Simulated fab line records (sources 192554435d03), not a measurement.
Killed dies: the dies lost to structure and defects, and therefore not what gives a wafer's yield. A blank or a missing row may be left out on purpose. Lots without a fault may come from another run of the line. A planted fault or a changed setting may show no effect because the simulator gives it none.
Split-lot trial + flow n5_finfet + 21 wafers read from 7 lots, route of 1938 steps

ABOUT THE SPLIT
At N5_MIM_TOP_SPUTTER_03 (material TiN, target thk 35 nm, time 89.7 s), the setting time_s was moved away from the recipe's 89.7 s on 4 of the 21 wafers read, by +4.4% to +14.9%. This setting was run at the recipe's value on the other wafers.

The reading comes from the split's own step.

THE READING
TiN_of_MIM_TOP_SPUTTER_03.thk_nm (the simulator's own value, which no gauge read), in nm, at N5_MIM_TOP_SPUTTER_03 (material TiN, target thk 35 nm, time 89.7 s). The file does not state a usual value for it. Here, 17 wafers ran the recipe; their average is 34.9 nm with a standard deviation of 0.43 nm.

| wafer  | tool, chamber at the split | time_s as run, s | against the recipe | TiN_of_MIM_TOP_SPUTTER_03.thk_nm, nm | against lot-mates on the recipe |
|--------|----------------------------|------------------|--------------------|--------------------------------------|---------------------------------|
| L085.2 | pvd_sputter-02, -          | 89.7             | recipe             | 34.6                                 | -                               |
| L085.4 | pvd_sputter-02, -          | 89.7             | recipe             | 34.8                                 | -                               |
| L085.6 | pvd_sputter-02, -          | 93.64            | +4.4%              | 36.2                                 | +1.5                            |
| L090.2 | pvd_sputter-01, -          | 89.7             | recipe             | 35.6                                 | -                               |
| L090.3 | pvd_sputter-01, -          | 89.7             | recipe             | 34.8                                 | -                               |
| L090.5 | pvd_sputter-01, -          | 89.7             | recipe             | 35.4                                 | -                               |
| L091.1 | pvd_sputter-02, -          | 89.7             | recipe             | 35                                   | -                               |
| L091.3 | pvd_sputter-02, -          | 89.7             | recipe             | 35                                   | -                               |
| L091.6 | pvd_sputter-02, -          | 97.01            | +8.1%              | 38.4                                 | +3.4                            |
| L092.1 | pvd_sputter-01, -          | 89.7             | recipe             | 35.8                                 | -                               |
| L092.5 | pvd_sputter-01, -          | 103.1            | +14.9%             | 41                                   | +5.2                            |
| L092.6 | pvd_sputter-01, -          | 103.1            | +14.9%             | 40.6                                 | +4.8                            |
| L094.2 | pvd_sputter-02, -          | 89.7             | recipe             | 34.4                                 | -                               |
| L094.3 | pvd_sputter-02, -          | 89.7             | recipe             | 34.4                                 | -                               |
| L094.5 | pvd_sputter-02, -          | 89.7             | recipe             | 34.4                                 | -                               |
| L095.1 | pvd_sputter-02, -          | 89.7             | recipe             | 34.6                                 | -                               |
| L095.2 | pvd_sputter-02, -          | 89.7             | recipe             | 34.8                                 | -                               |
| L095.5 | pvd_sputter-02, -          | 89.7             | recipe             | 34.2                                 | -                               |
| L096.2 | pvd_sputter-02, -          | 89.7             | recipe             | 34.8                                 | -                               |
| L096.5 | pvd_sputter-02, -          | 89.7             | recipe             | 34.8                                 | -                               |
| L096.6 | pvd_sputter-02, -          | 89.7             | recipe             | 35.2                                 | -                               |

FIT RESULTS
A straight line over all 21 wafers: TiN_of_MIM_TOP_SPUTTER_03.thk_nm changes by +0.4 nm for each +1% of time_s; r = +0.98; the points scatter about the line by 0.43 nm.
The same after taking each lot's own level away (the mean of its wafers on the recipe; 21 wafers): +0.344 nm for each +1%; r = +0.99; scatter 0.24 nm.
Per that fit: largest time_s move, reading shift of 5.1 nm.
The span of the lots' own levels, 34.40 to 35.80 nm, comes to 3.3 times the standard deviation stated above.
Thus the slope moves with the lot-to-lot level: the two fits are different.
Check: +5.12 nm against its lot-mates is what the line predicts for one of the wafers moved furthest among these (+14.9%) when that wafer is left out of the fit. Against them it came out at +5.2 nm.

THESE WAFERS: OTHER SPLITS
Before the reading, these wafers also passed through other splits. Each is held against what the fit with the lots' levels taken away leaves over:
| other split on the same wafers     | wafers away from the commonest value | r with TiN_of_MIM_TOP_SPUTTER_03.thk_nm (lot level and that fit taken away) |
|------------------------------------|--------------------------------------|-----------------------------------------------------------------------------|
| N5_BEOL_M9_TRENCH_ETCH_37 source_w | 5                                    | -0.15                                                                       |
| N5_BEOL_M11_PECVD_70 temp_c        | 11                                   | -0.14                                                                       |
| N5_BEOL_M11_COAT_59 spin_rpm       | 9                                    | +0.31                                                                       |
| N5_BEOL_M12_SPUTTER_44 time_s      | 5                                    | -0.26                                                                       |
| N5_BEOL_M13_SPUTTER_43 time_s      | 10                                   | +0.01                                                                       |
| N5_BEOL_M15_COAT_04 spin_rpm       | 7                                    | -0.11                                                                       |

THE FILE'S OWN FIT
TiN_of_MIM_TOP_SPUTTER_03.thk_nm changes by +0.353 nm for each +1% of time_s, r = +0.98.
